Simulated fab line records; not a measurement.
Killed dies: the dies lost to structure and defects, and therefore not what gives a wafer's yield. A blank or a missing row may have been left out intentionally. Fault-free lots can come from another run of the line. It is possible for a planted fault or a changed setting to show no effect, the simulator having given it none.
The tool behind it: which one? -- flow n5 finfet -- 72 wafers from 24 lots sampled at 6 of the route's 1938 steps

## WHAT EACH GAUGE READ, for each wafer
N5_BEOL_M12_OCD_MEAS_35. Usual: trench depth nm at 319 nm, with a standard deviation of 3.5.
lot,measured,on,trench depth nm (nm),flag
L074,day 10 10:40,ocd-02,315 315 318,
L075,day 11 12:18,ocd-01,324 314 324,
L076,day 12 01:21,ocd-01,320 319 323,
L077,day 12 02:23,ocd-01,318 317 321,
L078,day 12 08:48,ocd-01,323 318 322,
L080,day 13 01:11,ocd-02,317 319 319,
L082,day 13 02:44,ocd-02,324 324 324,
L079,day 13 02:44,ocd-01,317 317 319,
L085,day 13 09:32,ocd-02,317 323 323,
L081,day 13 10:02,ocd-02,321 320 321,
L083,day 13 17:04,ocd-01,323 318 322,
L084,day 13 19:09,ocd-02,318 323 320,
L087,day 13 23:50,ocd-01,323 320 318,
L088,day 14 03:33,ocd-01,323 318 323,
L086,day 14 04:02,ocd-02,319 322 319,
L089,day 14 19:53,ocd-01,325 314 316,
L090,day 15 13:52,ocd-02,313 322 313,
L093,day 15 20:16,ocd-01,314 317 322,
L091,day 15 20:57,ocd-02,314 317 315,
L092,day 16 01:50,ocd-01,317 324 322,
L094,day 16 04:05,ocd-01,319 315 313,
L095,day 17 02:28,ocd-01,321 327 321,
L096,day 17 13:31,ocd-02,315 317 313,
L097,day 17 14:29,ocd-02,324 325 317,

N5_BEOL_M13_OVL_MEAS_29. Usual: M13_OVL typically reads 3 nm, with standard deviation 5.3.
lot,measured,on,M13_OVL (nm),flag
L074,day 10 15:52,overlay-01,-1 6 0,
L075,day 11 16:41,overlay-02,-9 6 5,
L076,day 12 05:48,overlay-02,12 10 -3,
L077,day 12 07:16,overlay-01,-3 2 1,
L078,day 12 15:13,overlay-01,-3 8 -2,
L080,day 13 07:46,overlay-02,3 -1 3,
L082,day 13 07:56,overlay-02,-1 -5 -3,
L079,day 13 08:19,overlay-02,5 9 2,
L085,day 13 15:05,overlay-02,0 3 5,
L081,day 13 17:01,overlay-02,10 13 4,
L083,day 13 22:10,overlay-02,-1 -8 6,
L084,day 14 00:56,overlay-02,-8 2 3,
L087,day 14 04:49,overlay-01,3 7 5,
L088,day 14 07:30,overlay-01,1 -1 13,
L086,day 14 08:11,overlay-02,6 4 12,
L089,day 15 07:43,overlay-02,2 5 -5,
L090,day 15 17:52,overlay-01,12 0 3,
L093,day 16 00:21,overlay-02,-4 2 0,
L091,day 16 00:54,overlay-02,2 4 -3,
L092,day 16 07:01,overlay-02,3 -2 9,
L094,day 16 07:25,overlay-01,8 -1 0,
L095,day 17 06:19,overlay-01,4 16 11,
L096,day 17 16:43,overlay-02,7 10 11,
L097,day 17 19:34,overlay-02,4 4 0,

## TOOL THAT RAN EACH LOT (tool first, then ch and the chambers of the sampled wafers, then the start)
lot,N5_BEOL_M12_ETCH_67,N5_BEOL_M12_DEGAS_41,N5_BEOL_M12_ANNEAL_48,N5_BEOL_M13_ETCH_59
L074,"rie diel-01 ch 1,2,3, day 10 10:11","pvd sputter-03, day 10 13:06","rtp anneal-02 ch 0, day 10 13:39","rie diel-03 ch 0,2,3, day 10 15:01"
L075,"rie diel-05 ch 2,3, day 11 11:49","pvd sputter-01, day 11 13:57","rtp anneal-02 ch 0, day 11 14:27","rie diel-03 ch 1,2,3, day 11 15:50"
L076,"rie diel-06 ch 0,2, day 12 00:52","pvd sputter-03, day 12 02:49","rtp anneal-01 ch 0, day 12 03:26","rie diel-03 ch 0,1,3, day 12 04:55"
L077,"rie diel-06 ch 0,2, day 12 01:54","pvd sputter-03, day 12 03:44","rtp anneal-02 ch 0, day 12 05:01","rie diel-02 ch 0,1, day 12 06:23"
L078,"rie diel-01 ch 0,1,3, day 12 08:18","pvd sputter-03, day 12 11:59","rtp anneal-02 ch 0, day 12 13:01","rie diel-02 ch 0,1,3, day 12 14:22"
L080,"rie diel-01 ch 1,2,3, day 13 00:43","pvd sputter-01, day 13 04:56","rtp anneal-02 ch 0, day 13 05:29","rie diel-03 ch 0,1, day 13 06:48"
L082,"rie diel-05 ch 0,1, day 13 02:14","pvd sputter-02, day 13 04:58","rtp anneal-02 ch 0, day 13 05:50","rie diel-04 ch 1,2,3, day 13 07:07"
L079,"rie diel-01 ch 0,1,3, day 13 02:15","pvd sputter-01, day 13 05:20","rtp anneal-02 ch 0, day 13 06:06","rie diel-03 ch 1,2,3, day 13 07:27"
L085,"rie diel-01 ch 1,2,3, day 13 09:03","pvd sputter-03, day 13 12:14","rtp anneal-02 ch 0, day 13 12:47","rie diel-02 ch 0,1,2, day 13 14:13"
L081,"rie diel-01 ch 0,3, day 13 09:32","pvd sputter-01, day 13 14:19","rtp anneal-02 ch 0, day 13 14:54","rie diel-02 ch 1,2,3, day 13 16:10"
L083,"rie diel-01 ch 1,2, day 13 16:34","pvd sputter-02, day 13 19:16","rtp anneal-01 ch 0, day 13 19:55","rie diel-02 ch 1,2,3, day 13 21:20"
L084,"rie diel-06 ch 0,1,2, day 13 18:40","pvd sputter-02, day 13 21:36","rtp anneal-01 ch 0, day 13 22:48","rie diel-04 ch 2,3, day 14 00:05"
L087,"rie diel-01 ch 0,2,3, day 13 23:21","pvd sputter-03, day 14 00:36","rtp anneal-02 ch 0, day 14 01:31","rie diel-03 ch 2,3, day 14 03:58"
L088,"rie diel-01 ch 2,3, day 14 03:04","pvd sputter-03, day 14 04:40","rtp anneal-01 ch 0, day 14 05:13","rie diel-03 ch 0,3, day 14 06:38"
L086,"rie diel-01 ch 0,3, day 14 03:33","pvd sputter-01, day 14 05:14","rtp anneal-01 ch 0, day 14 05:44","rie diel-03 ch 1,2, day 14 07:13"
L089,"rie diel-05 ch 0,1,2, day 14 19:28","pvd sputter-01, day 15 05:00","rtp anneal-02 ch 0, day 15 05:38","rie diel-03 ch 0,1,2, day 15 06:52"
L090,"rie diel-05 ch 1,3, day 15 13:23","pvd sputter-03, day 15 14:54","rtp anneal-02 ch 0, day 15 15:24","rie diel-04 ch 0,2,3, day 15 16:53"
L093,"rie diel-05 ch 0,1,3, day 15 19:46","pvd sputter-02, day 15 21:16","rtp anneal-01 ch 0, day 15 21:49","rie diel-03 ch 0,2, day 15 23:30"
L091,"rie diel-06 ch 0,3, day 15 20:28","pvd sputter-02, day 15 21:49","rtp anneal-01 ch 0, day 15 22:36","rie diel-04 ch 0,2,3, day 16 00:03"
L092,"rie diel-05 ch 0,3, day 16 01:22","pvd sputter-01, day 16 04:03","rtp anneal-01 ch 0, day 16 04:44","rie diel-02 ch 0,2,3, day 16 06:10"
L094,"rie diel-05 ch 0,1,3, day 16 03:36","pvd sputter-01, day 16 04:34","rtp anneal-01 ch 0, day 16 05:04","rie diel-02 ch 1,2,3, day 16 06:34"
L095,"rie diel-06 ch 0,3, day 17 01:58","pvd sputter-02, day 17 03:20","rtp anneal-01 ch 0, day 17 03:50","rie diel-04 ch 0,1,2, day 17 05:20"
L096,"rie diel-06 ch 0,1, day 17 13:02","pvd sputter-01, day 17 13:59","rtp anneal-01 ch 0, day 17 14:29","rie diel-04 ch 0,3, day 17 15:51"
L097,"rie diel-06 ch 0,2,3, day 17 14:01","pvd sputter-03, day 17 16:29","rtp anneal-01 ch 0, day 17 17:16","rie diel-03 ch 2,3, day 17 18:35"
- N5_BEOL_M12_ETCH_67: etches SiARC in CF4, target depth 143 nm, time 238.3 s.
- N5_BEOL_M12_DEGAS_41: time 60 s.
- N5_BEOL_M12_ANNEAL_48: time 90 s.
- N5_BEOL_M13_ETCH_59: etches BARC in N2/H2, target depth 89 nm, overetch 26.7 nm, time 67.9 s.

## AS READ BY THE TOOLS THEMSELVES (means over the sampled wafers that have a number; for cases with no such wafer, the mark the record gives instead)
N5_BEOL_M12_ETCH_67. Usual: bias w 36.01 W, standard deviation 0.095; chamber pressure mTorr 40.01 mTorr, standard deviation 0.035; drypump motor current A 5.6 A, standard deviation 0.56; etch rf on time s 237 s, standard deviation 4; mfc ar sccm 100.0 sccm, standard deviation 0.32; oes product au 0.70 a.u., standard deviation 0.07; rf vpp V 183.9 V, standard deviation 1.2; showerhead plenum p Torr 2.13 Torr, standard deviation 0.067; throttle valve pct 15.52 %, standard deviation 0.25.
lot,tool,bias w (W),chamber pressure mTorr (mTorr),drypump motor current A (A),etch rf on time s (s),mfc ar sccm (sccm),oes product au (a.u.),rf vpp V (V),showerhead plenum p Torr (Torr),throttle valve pct (%),flag
L074,rie diel-01,36.06,40.03,5.6,236,100.2,0.71,184.2,2.13,15.36,
L075,rie diel-05,36.09,39.94,5.7,235,100.1,0.73,185.1,2.18,15.39,
L076,rie diel-06,35.96,39.97,5.9,235,100.1,0.70,184.1,2.19,15.59,
L077,rie diel-06,36.07,40.00,6.3,235,100.2,0.76,185.5,2.23,15.44,
L078,rie diel-01,35.98,40.00,5.1,240,100.0,0.68,183.4,2.09,15.55,
L080,rie diel-01,35.92,39.99,5.6,237,100.2,0.68,184.1,2.12,15.42,
L082,rie diel-05,35.99,39.98,5.9,242,99.6,0.77,182.6,2.10,15.35,
L079,rie diel-01,35.98,40.01,5.1,239,100.2,0.68,182.9,2.09,15.56,
L085,rie diel-01,36.06,40.01,5.6,233,99.9,0.69,184.9,2.12,15.42,
L081,rie diel-01,36.09,40.02,5.1,239,100.1,0.72,184.4,2.07,15.46,
L083,rie diel-01,35.94,39.98,6.0,230,100.2,0.66,183.8,2.15,15.42,
L084,rie diel-06,35.94,40.00,5.7,239,100.2,0.67,183.7,2.16,15.72,
L087,rie diel-01,35.95,40.00,5.5,234,100.0,0.70,183.6,2.10,15.46,
L088,rie diel-01,35.92,39.98,5.6,240,100.0,0.73,183.7,2.11,15.32,
L086,rie diel-01,36.01,40.00,5.0,240,100.1,0.68,183.0,2.07,15.62,
L089,rie diel-05,36.15,40.00,5.8,238,100.0,0.74,184.4,2.12,15.31,
L090,rie diel-05,36.08,40.01,5.9,238,100.0,0.79,183.6,2.13,15.45,
L093,rie diel-05,36.11,40.01,6.0,241,100.0,0.75,183.5,2.12,15.46,
L091,rie diel-06,35.97,40.01,5.5,237,99.6,0.65,183.3,2.18,15.70,
L092,rie diel-05,36.03,40.03,6.1,237,99.9,0.77,183.9,2.15,15.53,
L094,rie diel-05,35.98,40.02,6.0,237,99.8,0.75,183.3,2.12,15.47,
L095,rie diel-06,35.93,39.99,5.5,238,100.0,0.68,184.3,2.22,15.62,
L096,rie diel-06,36.08,40.02,5.4,239,100.0,0.61,183.3,2.10,15.92,
L097,rie diel-06,36.02,39.96,5.9,239,100.0,0.69,184.9,2.22,15.58,

N5_BEOL_M12_DEGAS_41. Usual: heater power w at 340 W, with a standard deviation of 26.
lot,tool,heater power w (W),flag
L074,pvd sputter-03,332,
L075,pvd sputter-01,337,
L076,pvd sputter-03,348,
L077,pvd sputter-03,337,
L078,pvd sputter-03,342,
L080,pvd sputter-01,319,
L082,pvd sputter-02,340,
L079,pvd sputter-01,339,
L085,pvd sputter-03,347,
L081,pvd sputter-01,325,
L083,pvd sputter-02,362,
L084,pvd sputter-02,379,
L087,pvd sputter-03,348,
L088,pvd sputter-03,351,
L086,pvd sputter-01,332,
L089,pvd sputter-01,363,
L090,pvd sputter-03,336,
L093,pvd sputter-02,367,
L091,pvd sputter-02,352,
L092,pvd sputter-01,340,
L094,pvd sputter-01,325,
L095,pvd sputter-02,348,
L096,pvd sputter-01,342,
L097,pvd sputter-03,325,

N5_BEOL_M12_ANNEAL_48. Usual: wafer_temp_C_max at 225.94, with a standard deviation of 0.25.
lot,tool,wafer_temp_C_max,flag
L074,rtp anneal-02,225.98,
L075,rtp anneal-02,226.02,
L076,rtp anneal-01,226.38,
L077,rtp anneal-02,225.92,
L078,rtp anneal-02,225.63,
L080,rtp anneal-02,225.88,
L082,rtp anneal-02,225.92,
L079,rtp anneal-02,225.71,
L085,rtp anneal-02,225.59,
L081,rtp anneal-02,225.79,
L083,rtp anneal-01,225.96,
L084,rtp anneal-01,225.97,
L087,rtp anneal-02,225.85,
L088,rtp anneal-01,226.06,
L086,rtp anneal-01,226.19,
L089,rtp anneal-02,225.84,
L090,rtp anneal-02,226.26,
L093,rtp anneal-01,225.91,
L091,rtp anneal-01,226.10,
L092,rtp anneal-01,225.83,
L094,rtp anneal-01,225.93,
L095,rtp anneal-01,226.26,
L096,rtp anneal-01,226.07,
L097,rtp anneal-01,225.95,

N5_BEOL_M13_ETCH_59. Usual: bias w 150.0 W, standard deviation 0.41; chamber pressure mTorr 30.002 mTorr, standard deviation 0.023; drypump motor current A 5.8 A, standard deviation 0.38; h2 flow sccm 199.9 sccm, standard deviation 0.59; oes product au 0.67 a.u., standard deviation 0.073; rf vpp V 523.8 V, standard deviation 2.6; showerhead plenum p Torr 2.54 Torr, standard deviation 0.092; throttle valve pct 17.89 %, standard deviation 0.22.
lot,tool,bias w (W),chamber pressure mTorr (mTorr),drypump motor current A (A),h2 flow sccm (sccm),oes product au (a.u.),rf vpp V (V),showerhead plenum p Torr (Torr),throttle valve pct (%),flag
L074,rie diel-03,150.2,29.991,5.8,199.3,0.65,522.4,2.51,17.88,
L075,rie diel-03,149.9,30.009,5.8,200.4,0.63,523.8,2.54,17.88,
L076,rie diel-03,150.0,30.013,5.7,200.7,0.65,523.3,2.54,17.76,
L077,rie diel-02,149.6,30.001,5.9,199.7,0.79,524.6,2.57,17.69,
L078,rie diel-02,149.7,30.003,5.6,199.3,0.73,523.1,2.50,17.84,
L080,rie diel-03,150.1,30.002,5.8,200.6,0.67,522.1,2.48,17.71,
L082,rie diel-04,150.3,29.989,5.8,200.1,0.70,524.9,2.60,17.84,
L079,rie diel-03,150.2,29.994,5.8,200.0,0.62,524.0,2.53,17.91,
L085,rie diel-02,149.9,30.003,6.0,200.5,0.72,524.1,2.54,17.86,
L081,rie diel-02,150.0,30.009,5.7,199.3,0.67,522.4,2.47,17.99,
L083,rie diel-02,149.9,30.011,5.7,200.2,0.66,522.8,2.47,18.00,
L084,rie diel-04,150.1,29.986,6.1,199.4,0.66,526.5,2.62,17.94,
L087,rie diel-03,150.1,30.014,5.9,199.6,0.61,522.6,2.50,18.04,
L088,rie diel-03,149.5,30.010,5.7,200.2,0.62,524.3,2.57,17.87,
L086,rie diel-03,150.2,29.986,5.8,199.8,0.63,523.4,2.49,17.84,
L089,rie diel-03,150.2,29.973,5.9,200.2,0.65,521.5,2.47,17.84,
L090,rie diel-04,150.0,30.005,5.9,199.9,0.70,526.3,2.63,17.89,
L093,rie diel-03,150.0,30.004,6.0,199.3,0.65,520.7,2.44,17.99,
L091,rie diel-04,149.6,29.995,5.9,199.9,0.70,526.6,2.63,17.89,
L092,rie diel-02,150.2,30.007,5.5,200.1,0.73,525.4,2.61,17.97,
L094,rie diel-02,150.1,29.997,5.7,199.7,0.72,524.5,2.57,17.87,
L095,rie diel-04,149.8,30.010,5.5,199.9,0.71,525.9,2.60,17.80,
L096,rie diel-04,149.6,30.019,5.8,200.1,0.75,528.3,2.70,17.90,
L097,rie diel-03,150.2,29.989,5.7,200.2,0.58,522.9,2.55,18.03,

## THE ANSWER, worked out from the rows above alone
Rule: lot off if the mean of its wafers having a number is beyond 3 standard deviations from the usual mean. A lot without any number at a reading at which 4 lots or more have one is off too. All remaining lots with rows at the step are treated as sound. First the gauges in route order, then the tools' own readings, where a lot's mean is used as printed above. At the first step where some lot is off, the reading lying furthest off is the one used; lots without a number count as furthest.
Nothing can be told from this: no lot is off at any reading shown.

## WHAT WAS PUT IN BY THE SIMULATOR
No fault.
